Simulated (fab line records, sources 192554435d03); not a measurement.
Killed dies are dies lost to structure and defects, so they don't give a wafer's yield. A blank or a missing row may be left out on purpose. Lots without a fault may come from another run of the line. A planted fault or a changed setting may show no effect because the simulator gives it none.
A sampling plan put to the test | flow n5_finfet | one fab line, 34 faults that these records tell of, each judged on the records of the lots that it struck
The plan is the line's own looks: the steps of the route at which a gauge or an inspection reads the wafer and doesn't change it. A look can be judged if struck wafers have a number there and the file gives its usual mean and standard deviation on fault-free wafers. Caught: at a look after the fault's first step, the mean of the struck wafers lies 4 or more of those standard deviations (sigma) from the usual mean. On the tool: the same test on the tool's own readings at the fault's steps. Another recipe on the struck wafers, or a record that is blank for them alone, also counts as caught.

THE FAULTS, as the simulator had put them in
1. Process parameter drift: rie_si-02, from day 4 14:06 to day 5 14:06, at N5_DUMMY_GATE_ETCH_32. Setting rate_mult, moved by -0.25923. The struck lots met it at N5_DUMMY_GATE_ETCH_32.
2. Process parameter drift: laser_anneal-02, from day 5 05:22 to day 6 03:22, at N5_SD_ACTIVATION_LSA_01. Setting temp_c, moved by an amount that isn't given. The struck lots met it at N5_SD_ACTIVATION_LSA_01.
3. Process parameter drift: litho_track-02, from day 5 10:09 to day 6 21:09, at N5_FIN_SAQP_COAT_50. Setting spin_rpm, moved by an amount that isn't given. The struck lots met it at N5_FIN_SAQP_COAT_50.
4. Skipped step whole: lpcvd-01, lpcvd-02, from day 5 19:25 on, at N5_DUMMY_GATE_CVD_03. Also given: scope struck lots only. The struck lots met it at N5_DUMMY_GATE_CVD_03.
5. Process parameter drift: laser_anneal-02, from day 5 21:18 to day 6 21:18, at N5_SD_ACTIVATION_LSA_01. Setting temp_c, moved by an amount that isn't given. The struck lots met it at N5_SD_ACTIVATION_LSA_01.
6. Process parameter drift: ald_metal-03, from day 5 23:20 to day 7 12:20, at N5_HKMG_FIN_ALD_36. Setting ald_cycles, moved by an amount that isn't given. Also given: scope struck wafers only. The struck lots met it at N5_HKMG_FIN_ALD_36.
7. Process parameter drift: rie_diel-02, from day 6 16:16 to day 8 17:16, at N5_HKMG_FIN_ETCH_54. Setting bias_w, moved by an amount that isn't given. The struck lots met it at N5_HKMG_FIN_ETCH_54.
8. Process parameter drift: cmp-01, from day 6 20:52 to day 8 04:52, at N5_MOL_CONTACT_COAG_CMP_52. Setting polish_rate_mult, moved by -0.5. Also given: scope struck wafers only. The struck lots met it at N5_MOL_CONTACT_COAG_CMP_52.
9. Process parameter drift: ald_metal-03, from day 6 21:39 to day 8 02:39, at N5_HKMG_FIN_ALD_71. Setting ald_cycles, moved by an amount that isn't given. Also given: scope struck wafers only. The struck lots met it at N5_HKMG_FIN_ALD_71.
10. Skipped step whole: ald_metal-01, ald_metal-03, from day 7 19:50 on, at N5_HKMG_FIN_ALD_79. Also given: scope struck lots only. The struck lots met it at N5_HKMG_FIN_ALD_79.
11. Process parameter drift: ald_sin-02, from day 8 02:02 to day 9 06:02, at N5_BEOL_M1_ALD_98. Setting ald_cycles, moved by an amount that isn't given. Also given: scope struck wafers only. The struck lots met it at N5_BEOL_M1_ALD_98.
12. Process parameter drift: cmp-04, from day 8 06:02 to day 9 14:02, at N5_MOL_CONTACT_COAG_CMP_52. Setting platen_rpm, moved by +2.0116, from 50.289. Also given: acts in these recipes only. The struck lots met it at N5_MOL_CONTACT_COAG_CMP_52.
13. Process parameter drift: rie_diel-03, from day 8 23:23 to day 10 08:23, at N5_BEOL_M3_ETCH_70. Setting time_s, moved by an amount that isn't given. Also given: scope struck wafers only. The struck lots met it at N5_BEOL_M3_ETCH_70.
14. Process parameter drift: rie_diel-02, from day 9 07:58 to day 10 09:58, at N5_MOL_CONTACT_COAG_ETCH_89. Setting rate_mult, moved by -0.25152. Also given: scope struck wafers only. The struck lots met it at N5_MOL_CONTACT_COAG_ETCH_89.
15. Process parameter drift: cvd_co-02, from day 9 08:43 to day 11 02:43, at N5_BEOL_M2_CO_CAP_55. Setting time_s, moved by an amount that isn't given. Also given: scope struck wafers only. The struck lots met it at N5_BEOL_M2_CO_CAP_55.
16. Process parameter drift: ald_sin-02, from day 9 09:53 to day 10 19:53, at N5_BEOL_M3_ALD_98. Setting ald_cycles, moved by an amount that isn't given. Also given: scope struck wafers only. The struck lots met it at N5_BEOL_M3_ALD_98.
17. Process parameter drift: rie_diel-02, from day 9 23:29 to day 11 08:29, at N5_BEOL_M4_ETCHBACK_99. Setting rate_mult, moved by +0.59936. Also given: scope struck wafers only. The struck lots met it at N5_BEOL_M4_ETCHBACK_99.
18. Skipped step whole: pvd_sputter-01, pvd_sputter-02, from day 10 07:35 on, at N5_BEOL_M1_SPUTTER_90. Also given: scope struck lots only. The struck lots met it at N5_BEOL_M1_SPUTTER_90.
19. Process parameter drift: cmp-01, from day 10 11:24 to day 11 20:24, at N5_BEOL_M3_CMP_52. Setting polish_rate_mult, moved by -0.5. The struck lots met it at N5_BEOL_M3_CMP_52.
20. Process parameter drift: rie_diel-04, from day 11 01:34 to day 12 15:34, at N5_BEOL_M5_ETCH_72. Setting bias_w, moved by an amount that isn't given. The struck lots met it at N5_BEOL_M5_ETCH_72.
21. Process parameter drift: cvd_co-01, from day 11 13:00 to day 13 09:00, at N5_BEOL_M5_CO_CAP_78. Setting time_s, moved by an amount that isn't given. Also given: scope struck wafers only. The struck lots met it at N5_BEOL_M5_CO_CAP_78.
22. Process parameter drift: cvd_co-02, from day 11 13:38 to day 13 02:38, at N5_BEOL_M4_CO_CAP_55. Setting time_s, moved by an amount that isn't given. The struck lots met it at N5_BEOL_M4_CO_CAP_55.
23. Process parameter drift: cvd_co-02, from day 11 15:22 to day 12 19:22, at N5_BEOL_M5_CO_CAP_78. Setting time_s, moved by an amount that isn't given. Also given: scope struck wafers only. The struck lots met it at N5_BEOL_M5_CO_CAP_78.
24. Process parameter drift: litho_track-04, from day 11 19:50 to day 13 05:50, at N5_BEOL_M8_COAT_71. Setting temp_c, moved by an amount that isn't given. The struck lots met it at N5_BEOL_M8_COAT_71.
25. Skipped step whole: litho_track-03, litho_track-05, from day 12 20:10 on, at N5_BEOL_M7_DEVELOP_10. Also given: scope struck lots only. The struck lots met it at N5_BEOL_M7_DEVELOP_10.
26. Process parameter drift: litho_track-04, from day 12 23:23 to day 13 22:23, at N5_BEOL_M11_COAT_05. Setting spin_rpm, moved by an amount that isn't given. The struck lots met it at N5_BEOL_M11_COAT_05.
27. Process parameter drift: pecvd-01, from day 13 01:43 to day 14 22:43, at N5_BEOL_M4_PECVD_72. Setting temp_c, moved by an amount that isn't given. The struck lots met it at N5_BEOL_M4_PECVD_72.
28. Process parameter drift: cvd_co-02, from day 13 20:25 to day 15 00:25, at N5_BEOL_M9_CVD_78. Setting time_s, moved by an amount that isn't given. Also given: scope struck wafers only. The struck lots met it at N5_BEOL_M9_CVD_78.
29. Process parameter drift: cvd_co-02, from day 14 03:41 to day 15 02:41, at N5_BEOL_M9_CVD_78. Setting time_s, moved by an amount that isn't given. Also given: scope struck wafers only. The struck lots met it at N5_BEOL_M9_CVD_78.
30. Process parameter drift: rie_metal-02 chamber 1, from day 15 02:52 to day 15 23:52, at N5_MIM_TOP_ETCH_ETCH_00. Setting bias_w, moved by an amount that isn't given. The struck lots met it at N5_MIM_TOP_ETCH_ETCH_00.
31. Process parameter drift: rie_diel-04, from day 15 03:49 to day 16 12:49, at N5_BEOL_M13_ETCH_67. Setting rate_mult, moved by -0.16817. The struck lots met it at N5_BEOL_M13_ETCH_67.
32. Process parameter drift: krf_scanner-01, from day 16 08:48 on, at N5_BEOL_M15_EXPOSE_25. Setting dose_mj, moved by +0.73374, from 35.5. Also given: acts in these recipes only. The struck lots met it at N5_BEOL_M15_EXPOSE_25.
33. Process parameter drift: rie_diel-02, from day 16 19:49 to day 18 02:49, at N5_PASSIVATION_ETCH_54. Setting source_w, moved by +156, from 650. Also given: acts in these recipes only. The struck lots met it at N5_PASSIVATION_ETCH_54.
34. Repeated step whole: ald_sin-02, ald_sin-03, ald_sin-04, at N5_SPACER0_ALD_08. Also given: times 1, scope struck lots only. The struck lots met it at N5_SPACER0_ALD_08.

WHAT THE PLAN SAW
fault | on the tool itself                               | first look that catches it                      | reading, sigma       | median hours from its first step to that look | hours from the fault's start to the first struck lot there | judged looks passed uncaught
1     | oes_product_au -9.1 sigma                        | not the one look that can be judged after it    | -                    | -                                             | -                                                          | 1
2     | wafer_temp_C_max +5.7 sigma                      | not the one look that can be judged after it    | -                    | -                                             | -                                                          | 1
3     | spin_speed_rpm -38 sigma                         | not the one look that can be judged after it    | -                    | -                                             | -                                                          | 1
4     | the tool's record is blank for the struck wafers | N5_DUMMY_GATE_THK_MEAS_05                       | thk_nm -58           | 4.0                                           | 6                                                          | 0
5     | wafer_temp_C_max -53 sigma                       | not the one look that can be judged after it    | -                    | -                                             | -                                                          | 1
6     | under 2 sigma                                    | no look after it can be judged                  | -                    | -                                             | -                                                          | 0
7     | bias_w -17 sigma                                 | no look after it can be judged                  | -                    | -                                             | -                                                          | 0
8     | overpolish_run_s -99 or beyond sigma             | N5_MOL_CONTACT_COAG_INSPECT_97                  | raw_defect_count +60 | 3.3                                           | 5                                                          | 0
9     | under 2 sigma                                    | not the one look that can be judged after it    | -                    | -                                             | -                                                          | 1
10    | the tool's record is blank for the struck wafers | no look after it can be judged                  | -                    | -                                             | -                                                          | 0
11    | under 2 sigma                                    | not the one look that can be judged after it    | -                    | -                                             | -                                                          | 1
12    | platen_rpm +59 sigma                             | no look after it can be judged                  | -                    | -                                             | -                                                          | 0
13    | run_length_s -51 sigma                           | not the one look that can be judged after it    | -                    | -                                             | -                                                          | 1
14    | etch_rf_on_time_s +16 sigma                      | no look after it can be judged                  | -                    | -                                             | -                                                          | 0
15    | run_length_s -75 sigma                           | none of the 2 looks that can be judged after it | -                    | -                                             | -                                                          | 2
16    | under 2 sigma                                    | not the one look that can be judged after it    | -                    | -                                             | -                                                          | 1
17    | only faintly: oes_product_au +3.7 sigma          | not the one look that can be judged after it    | -                    | -                                             | -                                                          | 1
18    | the tool's record is blank for the struck wafers | not the one look that can be judged after it    | -                    | -                                             | -                                                          | 1
19    | overpolish_run_s -99 or beyond sigma             | N5_BEOL_M3_THK_MEAS_53                          | M3_THK +72           | 0.2                                           | 2                                                          | 0
20    | bias_w +21 sigma                                 | no look after it can be judged                  | -                    | -                                             | -                                                          | 0
21    | run_length_s +58 sigma                           | no look after it can be judged                  | -                    | -                                             | -                                                          | 0
22    | run_length_s +87 sigma                           | not the one look that can be judged after it    | -                    | -                                             | -                                                          | 1
23    | run_length_s -99 or beyond sigma                 | no look after it can be judged                  | -                    | -                                             | -                                                          | 0
24    | plate_temp_C +26 sigma                           | no look after it can be judged                  | -                    | -                                             | -                                                          | 0
25    | the tool's record is blank for the struck wafers | no look after it can be judged                  | -                    | -                                             | -                                                          | 0
26    | spin_speed_rpm -40 sigma                         | no look after it can be judged                  | -                    | -                                             | -                                                          | 0
27    | susceptor_temp_C -23 sigma                       | not the one look that can be judged after it    | -                    | -                                             | -                                                          | 1
28    | run_length_s -75 sigma                           | not the one look that can be judged after it    | -                    | -                                             | -                                                          | 1
29    | run_length_s -99 or beyond sigma                 | not the one look that can be judged after it    | -                    | -                                             | -                                                          | 1
30    | bias_w +47 sigma                                 | no look after it can be judged                  | -                    | -                                             | -                                                          | 0
31    | etch_rf_on_time_s +10 sigma                      | no look after it can be judged                  | -                    | -                                             | -                                                          | 0
32    | exposure_dose_mJ_cm2 +18 sigma                   | no look after it can be judged                  | -                    | -                                             | -                                                          | 0
33    | rf_fwd_power_W +78 sigma                         | no look after it can be judged                  | -                    | -                                             | -                                                          | 0
34    | under 2 sigma                                    | no look after it can be judged                  | -                    | -                                             | -                                                          | 0
A dash: the fault isn't caught, or these records don't give the number.

Caught at a look: 3 of 34. Caught on the tool: 28 of 34. By one or the other: 28 of 34.
Caught on the tool alone: faults 1, 2, 3, 5, 7, 10, 12, 13, 14, 15, 18, 20, 21, 22, 23, 24, 25, 26, 27, 28, 29, 30, 31, 32, 33.
Caught by neither: faults 6, 9, 11, 16, 17, 34.

THINNER SAMPLING
If the look that catches a fault measured only every second or every third lot, by lot number, the first struck lot would be measured this late in the worst case:
fault | struck lots at that look, in order of time | every lot | every second lot | every third lot
4     | L818, L819, L820                           | 6 h       | 11 h             | 15 h
8     | L155, L157, L159                           | 5 h       | may miss all 3   | 34 h
19    | L943, L948                                 | 2 h       | 28 h             | may miss all 2
Hours are from the fault's start to the first struck lot that is measured. The limit of 4 sigma was tested on all struck wafers together, so one lot alone may lie under it. Other struck lots may not be in these records.

THE LONGEST TIMED WAY FROM STEP TO LOOK
Fault 4: a median of 4.0 hours passes between N5_DUMMY_GATE_CVD_03 and N5_DUMMY_GATE_THK_MEAS_05. No look between them can be judged.
